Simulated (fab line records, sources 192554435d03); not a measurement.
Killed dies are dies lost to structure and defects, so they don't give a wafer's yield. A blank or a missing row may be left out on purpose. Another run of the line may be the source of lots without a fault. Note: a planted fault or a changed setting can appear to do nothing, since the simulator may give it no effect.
Matching of chambers	flow n5Finfet	rieDiel-01 running N5_BEOL_M1_ETCH_77: 4 sister chambers
The step etches underlayer in N2/H2, target depth 6.5 nm, time 5.2 s. 8 wafers are shown with their chamber, then 9 later ones without.

## WAFERS PAIRED WITH THEIR CHAMBERS
wafer	chamber	drypumpMotorCurrentA (A)	showerheadPlenumPTorr (Torr)
L074.2	1	5.59	2.64
L078.5	1	5.56	2.64
L078.6	2	5.69	2.53
L080.1	0	5.08	2.57
L080.6	2	5.69	2.52
L086.1	3	5.70	2.46
L086.4	0	5.07	2.57
L086.5	3	5.69	2.46

## WAFERS WITHOUT THEIR CHAMBER
wafer	drypumpMotorCurrentA (A)	showerheadPlenumPTorr (Torr)
L089.1	5.67	2.45
L089.2	5.69	2.52
L089.5	5.65	2.45
L092.1	5.67	2.45
L092.3	5.69	2.51
L092.5	5.66	2.45
L097.2	5.05	2.56
L097.4	5.66	2.45
L097.6	5.07	2.56

## EACH ONE'S CHAMBER
wafer	from the rows above	in truth
L089.1	3	3
L089.2	2	2
L089.5	3	3
L092.1	3	3
L092.3	2	2
L092.5	3	3
L097.2	0	0
L097.4	3	3
L097.6	0	0
Placed correctly: 9 of 9. Number that these rows cannot place: 0. Placed wrongly: 0.
How it was worked out, from the rows above alone: a wafer's distance from a chamber is the root of the sum, over the readings, of the square of ((its reading less the chamber's mean) divided by the reading's scatter). The wafer belongs to the nearest chamber; if the next one is less than 2 further off, it can't be placed. For every chamber, the mean is computed from those of its wafers that are shown. The scatter is the square root of a quotient: the sum, over the shown wafers, of each reading's squared deviation from its chamber's mean, divided by wafers minus chambers.
